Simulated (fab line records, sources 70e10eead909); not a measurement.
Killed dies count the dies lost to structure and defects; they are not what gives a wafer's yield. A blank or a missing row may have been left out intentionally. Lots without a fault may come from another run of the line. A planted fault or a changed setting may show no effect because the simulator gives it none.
Matching of chambers + flow nand harc + NHARC_A_STAIRCASE_CMP_152 on cmp-03: 4 sister chambers
The step polishes. 18 wafers are shown with their chamber, then 9 later ones without.

WAFERS PAIRED WITH THEIR CHAMBERS
| wafer  | chamber | motor current A (A) |
|--------|---------|---------------------|
| L074.1 | 2       | 11.5                |
| L074.2 | 0       | 11.5                |
| L074.6 | 0       | 11.2                |
| L076.3 | 2       | 11.6                |
| L076.4 | 3       | 12.6                |
| L076.5 | 3       | 12.2                |
| L080.2 | 2       | 10.8                |
| L080.4 | 1       | 12.2                |
| L080.6 | 2       | 11.5                |
| L084.2 | 1       | 13.0                |
| L084.5 | 0       | 11.3                |
| L084.6 | 1       | 12.4                |
| L086.2 | 0       | 10.8                |
| L086.4 | 1       | 12.4                |
| L086.5 | 2       | 11.5                |
| L085.2 | 2       | 11.7                |
| L085.3 | 0       | 11.4                |
| L085.5 | 0       | 12.2                |

SIGNATURES (averages over the wafers above)
| reading         | chamber 0 | chamber 1 | chamber 2 | chamber 3 | scatter within a chamber |
|-----------------|-----------|-----------|-----------|-----------|--------------------------|
| motor current A | 11.400    | 12.500    | 11.433    | 12.400    | 0.379                    |
Rule: for each reading, subtract the chamber's mean from the wafer's reading, divide by that reading's scatter and square the result; add these up over the readings and take the root, which gives the wafer's distance from the chamber. The wafer belongs to the nearest chamber; if the next one is less than 2 further off, it can't be placed. How the scatter is found: for the shown wafers, subtract from each reading the mean of its chamber, square and add these, divide the total by (wafers less chambers), then take the root.

WAFERS WITHOUT THEIR CHAMBER
| wafer  | motor current A (A) |
|--------|---------------------|
| L090.1 | 11.9                |
| L090.3 | 11.4                |
| L090.5 | 11.6                |
| L093.2 | 11.1                |
| L093.5 | 12.1                |
| L093.6 | 11.9                |
| L096.1 | 12.1                |
| L096.4 | 12.4                |
| L096.6 | 11.4                |

CHAMBER TAKEN BY EACH
| wafer  | from the rows above               | in truth |
|--------|-----------------------------------|----------|
| L090.1 | can't be placed: 2 or 3 or 0 or 1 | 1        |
| L090.3 | can't be placed: 0 or 2           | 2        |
| L090.5 | can't be placed: 2 or 0 or 3 or 1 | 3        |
| L093.2 | can't be placed: 0 or 2           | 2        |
| L093.5 | can't be placed: 3 or 1 or 2 or 0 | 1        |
| L093.6 | can't be placed: 2 or 3 or 0 or 1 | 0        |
| L096.1 | can't be placed: 3 or 1 or 2 or 0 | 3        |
| L096.4 | can't be placed: 3 or 1           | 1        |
| L096.6 | can't be placed: 0 or 2           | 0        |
Placed correctly: 0 of 9. Not placeable from these rows: 9 (in 9, the candidates include the true chamber). 0 placed wrongly.
